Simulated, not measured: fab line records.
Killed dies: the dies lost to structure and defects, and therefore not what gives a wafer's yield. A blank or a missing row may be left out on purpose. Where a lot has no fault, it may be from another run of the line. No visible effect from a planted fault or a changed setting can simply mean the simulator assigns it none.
fab line records	flow n5Finfet	part 1 of 2: steps 1 to 3 of 6
record: lots: 20	wafers: 60	lastDay: 19
route steps=1938 shown BEOL_M7@1279 BEOL_M8@1354
lots untouched by any fault: they come from a run of this same line in which no faults occurred
startH: start of the lot's first displayed wafer, in hours after the record's first day	waitH: hours elapsed since this lot's preceding step	" identical to the entry in the row above	L1.1+2: a single row standing in for several wafers	- no value, or no start given	* or withheld: withheld	< > ~ a bound
route shown NAME@n: a module of which the file shows steps, and the number in the route of the first	usual: mean/standard deviation of fault-free wafers	same: alike in all rows	chamber/n: place in a boat	sites: the reading at each site	_std_site: standard deviation across them	_edge_site: outer sites' mean less inner sites'	radiusMm: for every site, how far away it sits from the centre of the wafer	mask NAME#n: copy n	behind: the most recent tool/chamber to have shaped the wafer	hold: why the lot went on hold/how many hours it stayed there/how the hold came to an end	device: the n, p or np transistor that did not switch	end of line: tests of these same wafers at the route's end	for a step that has no rows: nothing shown but its recipe	killed: dies lost to structure and defects at the first sort, not the wafer's yield	map: a wafer's dies, x killed, . not, _ none there
set.NAME: the setting as run; set.NAME@STEP: as run at that earlier step	model.NAME: the simulator's own value behind a step, which no gauge read
route steps across a sampled set of lots; one table per step, one row per wafer
services: the hour from which a tool's chamber was out of use, counted from the record's first day as startH (under 0 if before that day), plus the number of hours and why
== steps ==
step: N5_BEOL_M7_DESCUM_16
recipe: chemistry: O2	timeS: 7.9	sourcePowerW: 50	biasPowerW: 20	pressureMtorr: 20	rfFrequencyHz: 2.712e+07	tempC: 40	resist: CAR-ArF	o2FlowSccm: 225
usual: drypumpMotorCurrentA: 5.7/0.45	oesProductAu: 0.82/0.093	rfVppV: 243.2/1.5	showerheadPlenumPTorr: 2.08/0.08	throttleValvePct: 20.5/0.31
lot.wafer	tool	chamber	startH	waitH	drypumpMotorCurrentA	oesProductAu	rfHoursCounterH	rfVppV	showerheadPlenumPTorr	throttleValvePct
L074.1	rieDiel-05	0	233.99	0.0	5.8	0.96	9	242.5	2.05	20.3
L074.3	"	1	"	"	5.6	0.68	240	244.3	2.15	20.5
L074.6	"	3	"	"	5.1	0.70	-	243.9	2.08	20.3
L076.1	rieDiel-02	3	248.60	0.6	5.2	0.87	62	244.3	2.11	20.6
L076.4	"	2	"	"	5.3	0.79	139	243.1	2.02	20.5
L076.5	"	3	"	"	5.2	0.87	-	243.9	2.11	20.6
L077.1	rieDiel-02	2	262.10	0.0	5.3	0.78	144	240.9	2.01	20.5
L077.4	"	0	"	"	6.1	0.92	13	242.9	2.13	19.7
L077.5	"	0	"	"	6.1	0.91	-	244.8	2.12	19.7
L075.2	rieDiel-05	2	265.51	0.1	6.0	0.74	167	243.9	2.17	20.8
L075.4	"	3	"	"	5.2	0.70	-	242.5	2.08	20.3
L075.6	"	2	"	"	6.0	0.73	-	244.5	2.17	20.8
L079.1	rieDiel-06	1	272.69	0.1	6.5	0.74	201	243.1	2.08	20.8
L079.4	"	0	"	"	5.2	0.73	-	240.2	1.92	20.7
L079.6	"	2	"	"	6.1	0.87	-	244.1	2.13	20.6
L080.1	rieDiel-05	2	287.74	0.0	6.0	0.73	176	244.5	2.16	20.8
L080.4	"	1	"	"	5.6	1.01	0	244.9	2.15	20.2
L080.6	"	0	"	"	5.8	0.90	-	242.7	2.04	20.3
L082.3	rieDiel-02	2	300.84	0.7	5.3	0.77	156	240.9	2.01	20.5
L082.4	"	0	"	"	6.1	0.89	23	244.0	2.12	19.7
L082.6	"	1	"	"	6.6	0.83	-	245.2	2.22	20.4
L084.1	rieDiel-02	2	301.20	0.6	5.3	0.77	156	243.0	2.01	20.5
L084.4	"	3	"	"	5.2	0.84	78	242.7	2.10	20.7
L084.6	"	2	"	"	5.3	0.76	-	242.3	2.01	20.5
L083.2	rieDiel-05	3	304.16	0.0	5.1	0.67	243	242.9	2.07	20.3
L083.4	"	1	"	"	5.6	0.97	6	244.3	2.14	20.2
L083.6	"	0	"	"	5.8	0.89	-	243.1	2.04	20.3
L085.2	rieDiel-05	0	312.79	0.1	5.8	0.89	37	243.2	2.04	20.3
L085.3	"	1	"	"	5.6	0.96	9	243.5	2.14	20.2
L085.4	"	1	"	"	5.6	0.96	-	243.8	2.14	20.2
L087.1	rieDiel-06	2	313.01	0.2	6.1	0.85	56	244.9	2.12	20.6
L087.2	"	0	"	"	5.3	0.72	168	241.2	1.91	20.8
L087.5	"	1	"	"	6.5	0.72	-	243.0	2.07	20.8
L086.1	rieDiel-06	3	331.43	0.4	6.0	0.67	243	241.2	1.97	20.7
L086.5	"	0	"	"	5.2	0.72	-	240.7	1.91	20.8
L086.6	"	1	"	"	6.4	0.72	-	242.1	2.07	20.9
L090.3	rieDiel-05	2	335.57	0.3	6.0	0.72	189	245.5	2.16	20.9
L090.4	"	2	"	"	6.0	0.73	-	244.9	2.16	20.9
L090.5	"	1	"	"	5.7	0.95	-	243.7	2.14	20.2
L092.1	rieDiel-02	3	356.81	0.0	5.2	0.82	92	242.0	2.10	20.7
L092.2	"	0	"	"	6.1	0.87	36	242.7	2.12	19.7
L092.6	"	3	"	"	5.3	0.82	-	243.7	2.10	20.7
L091.1	rieDiel-06	2	357.30	0.1	6.1	0.84	67	243.9	2.12	20.6
L091.2	"	0	"	"	5.2	0.71	182	241.1	1.91	20.8
L091.6	"	2	"	"	6.1	0.84	-	243.4	2.12	20.6
L093.1	rieDiel-05	2	366.14	0.0	6.0	0.71	198	244.5	2.16	20.9
L093.4	"	3	"	"	5.2	0.96	7	241.8	2.07	20.0
L093.6	"	0	"	"	5.8	0.86	-	243.4	2.03	20.4
L095.2	rieDiel-06	1	369.72	0.2	6.5	0.70	232	242.4	2.07	20.9
L095.5	"	3	"	"	6.0	1.00	-	247.9	2.23	20.4
L095.6	"	2	"	"	6.1	0.83	-	244.5	2.12	20.6
L094.1	rieDiel-02	0	369.78	0.1	6.1	0.86	41	244.8	2.11	19.7
L094.2	"	2	"	"	5.3	0.75	177	242.7	2.00	20.6
L094.5	"	3	"	"	5.2	0.82	-	244.5	2.09	20.7
L096.2	rieDiel-05	0	370.20	0.0	5.8	0.87	55	243.8	2.03	20.4
L096.4	"	2	"	"	6.0	0.71	199	244.5	2.16	20.9
L096.5	"	0	"	"	5.8	0.86	-	244.2	2.03	20.4
L097.2	rieDiel-05	2	379.17	0.3	6.0	0.70	203	243.7	2.15	20.9
L097.3	"	3	"	"	5.1	0.96	11	243.4	2.07	20.0
L097.6	"	0	"	"	5.8	0.87	-	242.5	2.03	20.4
step: N5_BEOL_M7_ETCH_66
recipe: chemistry: N2/H2	target: SOC	targetDepthA: 800	overetchA: 160	maskMaterial: SiARC	tempC: 40	timeS: 120	ionEnergyEv: 200	pressureMtorr: 30	sourceW: 840	biasW: 150	n2FlowSccm: 200	h2FlowSccm: 200
usual: drypumpMotorCurrentA: 5.8/0.49	oesProductAu: 0.62/0.06	rfVppV: 523.9/3	showerheadPlenumPTorr: 2.55/0.11	throttleValvePct: 17.91/0.27
lot.wafer	tool	chamber	startH	waitH	drypumpMotorCurrentA	oesProductAu	rfHoursCounterH	rfVppV	showerheadPlenumPTorr	throttleValvePct
L074.1	rieDiel-06	1	235.07	0.0	6.5	0.56	190	522.7	2.51	18.14
L074.3	"	3	"	"	6.0	0.54	215	519.9	2.40	18.06
L074.6	"	2	"	"	6.1	0.69	-	525.7	2.59	17.89
L076.1	rieDiel-05	2	249.84	0.0	6.0	0.56	161	525.3	2.66	18.35
L076.4	"	3	"	"	5.2	0.53	224	524.0	2.52	17.66
L076.5	"	2	"	"	6.0	0.57	-	526.0	2.66	18.34
L077.1	rieDiel-06	3	263.58	0.0	6.0	0.53	225	520.7	2.39	18.05
L077.4	"	2	"	"	6.1	0.67	39	523.8	2.59	17.89
L077.5	"	0	"	"	5.2	0.57	-	516.7	2.34	18.08
L075.2	rieDiel-05	2	267.96	0.0	6.0	0.56	168	524.5	2.65	18.35
L075.4	"	2	"	"	6.0	0.56	-	529.2	2.65	18.37
L075.6	"	0	"	"	5.8	0.70	-	521.6	2.48	17.73
L079.1	rieDiel-06	2	275.76	0.0	6.1	0.67	44	527.2	2.59	17.91
L079.4	"	1	"	"	6.5	0.56	-	526.0	2.51	18.16
L079.6	"	0	"	"	5.3	0.57	-	517.8	2.34	18.09
L080.1	rieDiel-02	0	290.30	0.0	6.1	0.69	20	525.9	2.61	17.35
L080.4	"	2	"	"	5.3	0.59	153	521.3	2.43	17.83
L080.6	"	1	"	"	6.5	0.64	-	527.5	2.70	17.80
L082.3	rieDiel-02	1	303.08	0.0	6.6	0.64	64	530.0	2.69	17.81
L082.4	"	0	"	"	6.1	0.68	24	525.9	2.61	17.35
L082.6	"	3	"	"	5.2	0.64	-	524.8	2.57	18.19
L084.1	rieDiel-06	0	303.12	0.0	5.3	0.57	165	518.4	2.34	18.11
L084.4	"	2	"	"	6.1	0.66	52	525.1	2.59	17.94
L084.6	"	2	"	"	6.1	0.66	-	525.2	2.58	17.92
L083.2	rieDiel-02	1	306.97	0.0	6.6	0.64	64	527.9	2.69	17.81
L083.4	"	2	"	"	5.3	0.58	157	520.3	2.43	17.85
L083.6	"	0	"	"	6.2	0.69	-	527.1	2.61	17.33
L085.2	rieDiel-06	1	314.83	0.0	6.5	0.55	215	523.2	2.50	18.15
L085.3	"	2	"	"	6.1	0.65	56	524.9	2.58	17.92
L085.4	"	3	"	"	6.0	0.52	237	519.7	2.39	18.05
L087.1	rieDiel-05	0	315.13	0.0	5.8	0.68	38	523.5	2.47	17.77
L087.2	"	1	"	"	5.6	0.73	10	525.1	2.61	17.67
L087.5	"	0	"	"	5.8	0.67	-	522.1	2.47	17.75
L086.1	rieDiel-05	2	334.21	0.0	6.0	0.55	188	525.2	2.64	18.39
L086.5	"	0	"	"	5.8	0.67	-	522.6	2.47	17.75
L086.6	"	2	"	"	6.0	0.55	-	526.8	2.64	18.37
L090.3	rieDiel-02	1	337.18	0.0	6.6	0.63	74	529.3	2.69	17.84
L090.4	"	3	"	"	5.2	0.64	86	525.0	2.57	18.20
L090.5	"	0	"	"	6.1	0.66	-	523.7	2.60	17.37
L092.1	rieDiel-02	1	361.05	0.0	6.6	0.62	81	527.4	2.69	17.85
L092.2	"	0	"	"	6.1	0.67	38	524.6	2.60	17.40
L092.6	"	2	"	"	5.3	0.57	-	521.0	2.42	17.87
L091.1	rieDiel-02	3	361.54	0.0	5.2	0.63	94	525.2	2.56	18.23
L091.2	"	0	"	"	6.2	0.66	38	523.6	2.60	17.38
L091.6	"	3	"	"	5.2	0.62	-	524.7	2.56	18.22
L093.1	rieDiel-02	0	368.87	0.0	6.1	0.66	40	524.6	2.60	17.39
L093.4	"	2	"	"	5.3	0.57	177	521.8	2.42	17.88
L093.6	"	2	"	"	5.3	0.57	-	522.2	2.42	17.88
L094.1	rieDiel-06	3	371.00	0.0	6.0	0.76	1	528.7	2.70	17.74
L094.2	"	1	"	"	6.5	0.54	233	522.9	2.49	18.21
L094.5	"	0	"	"	5.2	0.55	-	518.7	2.33	18.15
L095.2	rieDiel-05	2	371.28	0.0	6.0	0.54	200	524.5	2.64	18.41
L095.5	"	1	"	"	5.6	0.70	-	524.8	2.60	17.70
L095.6	"	2	"	"	6.0	0.55	-	525.9	2.64	18.39
L096.2	rieDiel-02	0	374.34	0.0	6.1	0.66	42	525.0	2.60	17.39
L096.4	"	3	"	"	5.3	0.63	98	524.1	2.56	18.22
L096.5	"	0	"	"	6.2	0.66	-	524.6	2.60	17.38
L097.2	rieDiel-06	3	382.75	0.0	6.0	0.75	4	527.8	2.70	17.75
L097.3	"	0	"	"	5.3	0.55	192	518.0	2.32	18.16
L097.6	"	3	"	"	6.0	0.74	-	528.4	2.70	17.74
step: N5_BEOL_M7_TRENCH_ETCH_37
recipe: chemistry: C4F6/O2	targetDepthA: 934.78	target: SiCOH_lowk	timeS: 31.2	ionEnergyEv: 250	pressureMtorr: 30	sourceW: 345	biasW: 185	Ar_flow_sccm: 300	C4F6_flow_sccm: 10	O2_flow_sccm: 10
usual: drypumpMotorCurrentA: 5.8/0.49	mfcArSccm: 300.1/0.85	oes_f_703_au: 0.81/0.072	oesProductAu: 0.81/0.08	rfVppV: 672/11	showerheadPlenumPTorr: 2.85/0.11	throttleValvePct: 21.0/0.31
lot.wafer	tool	chamber	startH	waitH	drypumpMotorCurrentA	mfcArSccm	oes_f_703_au	oesProductAu	rfHoursCounterH	rfVppV	showerheadPlenumPTorr	throttleValvePct
L074.1	rieDiel-06	1	-	-	6.5	300.3	0.77	0.75	190	659	2.82	21.3
L074.3	"	3	"	"	6.0	300.3	0.69	0.69	215	689	2.72	21.3
L074.6	"	2	"	"	6.1	300.8	0.89	0.89	-	674	2.88	21.0
L076.1	rieDiel-05	2	-	-	6.0	298.4	0.76	0.74	162	657	2.96	21.4
L076.4	"	3	"	"	5.1	301.2	0.71	0.70	224	672	2.81	20.7
L076.5	"	2	"	"	6.0	299.8	0.75	0.75	-	658	2.96	21.4
L077.1	rieDiel-06	3	-	-	6.0	300.1	0.68	0.69	225	689	2.72	21.3
L077.4	"	2	"	"	6.1	299.8	0.87	0.88	39	673	2.88	21.0
L077.5	"	0	"	"	5.3	298.8	0.76	0.75	-	660	2.61	21.2
L075.2	rieDiel-05	2	-	-	6.0	299.7	0.75	0.74	168	659	2.96	21.4
L075.4	"	2	"	"	6.0	299.5	0.76	0.73	-	658	2.96	21.4
L075.6	"	0	"	"	5.8	301.4	0.90	0.92	-	665	2.80	20.9
L079.1	rieDiel-06	2	-	-	6.1	300.5	0.86	0.87	44	675	2.88	21.0
L079.4	"	1	"	"	6.5	299.7	0.76	0.74	-	661	2.82	21.3
L079.6	"	0	"	"	5.3	300.5	0.76	0.74	-	662	2.61	21.2
L080.1	rieDiel-02	0	-	-	6.1	300.9	0.92	0.90	20	666	2.92	20.4
L080.4	"	2	"	"	5.3	299.7	0.77	0.77	153	685	2.74	21.0
L080.6	"	1	"	"	6.5	301.6	0.84	0.83	-	689	2.99	20.7
L082.3	rieDiel-02	1	-	-	6.6	300.6	0.84	0.83	64	688	2.98	20.7
L082.4	"	0	"	"	6.1	300.1	0.91	0.90	24	666	2.92	20.4
L082.6	"	3	"	"	5.2	301.2	0.84	0.85	-	667	2.88	21.3
L084.1	rieDiel-06	0	-	-	5.2	300.3	0.75	0.73	165	661	2.61	21.2
L084.4	"	2	"	"	6.1	300.3	0.85	0.85	52	676	2.87	21.0
L084.6	"	2	"	"	6.1	302.0	0.84	0.85	-	675	2.87	21.0
L083.2	rieDiel-02	1	-	-	6.6	299.9	0.83	0.83	64	687	2.98	20.8
L083.4	"	2	"	"	5.3	300.3	0.77	0.77	158	685	2.74	21.0
L083.6	"	0	"	"	6.2	299.3	0.91	0.89	-	664	2.92	20.4
L085.2	rieDiel-06	1	-	-	6.5	300.6	0.75	0.72	215	661	2.81	21.3
L085.3	"	2	"	"	6.1	301.3	0.85	0.85	57	675	2.87	21.0
L085.4	"	3	"	"	6.0	300.0	0.67	0.68	237	689	2.71	21.3
L087.1	rieDiel-05	0	-	-	5.8	300.6	0.87	0.89	38	666	2.80	20.9
L087.2	"	1	"	"	5.7	300.5	0.93	0.96	10	669	2.92	20.7
L087.5	"	0	"	"	5.8	302.2	0.86	0.88	-	665	2.80	21.0
L086.1	rieDiel-05	2	-	-	6.0	298.0	0.73	0.72	189	657	2.95	21.4
L086.5	"	0	"	"	5.7	300.1	0.86	0.88	-	665	2.79	21.0
L086.6	"	2	"	"	6.0	299.7	0.74	0.73	-	658	2.95	21.4
L090.3	rieDiel-02	1	-	-	6.6	301.2	0.82	0.82	74	688	2.98	20.8
L090.4	"	3	"	"	5.2	300.3	0.83	0.83	86	668	2.88	21.3
L090.5	"	0	"	"	6.1	301.2	0.89	0.88	-	664	2.91	20.4
L092.1	rieDiel-02	1	-	-	6.6	299.2	0.81	0.81	81	687	2.98	20.8
L092.2	"	0	"	"	6.2	300.6	0.90	0.88	38	664	2.91	20.4
L092.6	"	2	"	"	5.3	300.7	0.75	0.76	-	685	2.73	21.1
L091.1	rieDiel-02	3	-	-	5.2	299.5	0.83	0.82	94	669	2.87	21.3
L091.2	"	0	"	"	6.2	301.7	0.88	0.87	38	665	2.91	20.4
L091.6	"	3	"	"	5.3	299.6	0.82	0.84	-	666	2.87	21.3
L093.1	rieDiel-02	0	-	-	6.1	299.1	0.88	0.88	40	665	2.91	20.4
L093.4	"	2	"	"	5.3	302.2	0.75	0.74	177	683	2.73	21.1
L093.6	"	2	"	"	5.3	301.2	0.75	0.75	-	684	2.73	21.1
L094.1	rieDiel-06	3	-	-	6.0	300.0	0.96	1.00	1	700	3.05	21.1
L094.2	"	1	"	"	6.5	299.4	0.73	0.71	233	659	2.80	21.3
L094.5	"	0	"	"	5.3	298.7	0.73	0.72	-	660	2.60	21.2
L095.2	rieDiel-05	2	-	-	6.0	298.9	0.72	0.71	200	658	2.94	21.5
L095.5	"	1	"	"	5.6	300.2	0.89	0.90	-	669	2.91	20.7
L095.6	"	2	"	"	6.0	300.2	0.73	0.71	-	657	2.94	21.4
L096.2	rieDiel-02	0	-	-	6.1	299.4	0.88	0.87	42	664	2.91	20.4
L096.4	"	3	"	"	5.2	301.5	0.82	0.81	98	667	2.87	21.3
L096.5	"	0	"	"	6.1	300.4	0.87	0.87	-	665	2.91	20.4
L097.2	rieDiel-06	3	-	-	6.0	299.3	0.95	0.97	4	700	3.05	21.1
L097.3	"	0	"	"	5.3	299.9	0.73	0.72	192	659	2.60	21.2
L097.6	"	3	"	"	6.0	299.9	0.94	0.97	-	700	3.05	21.1
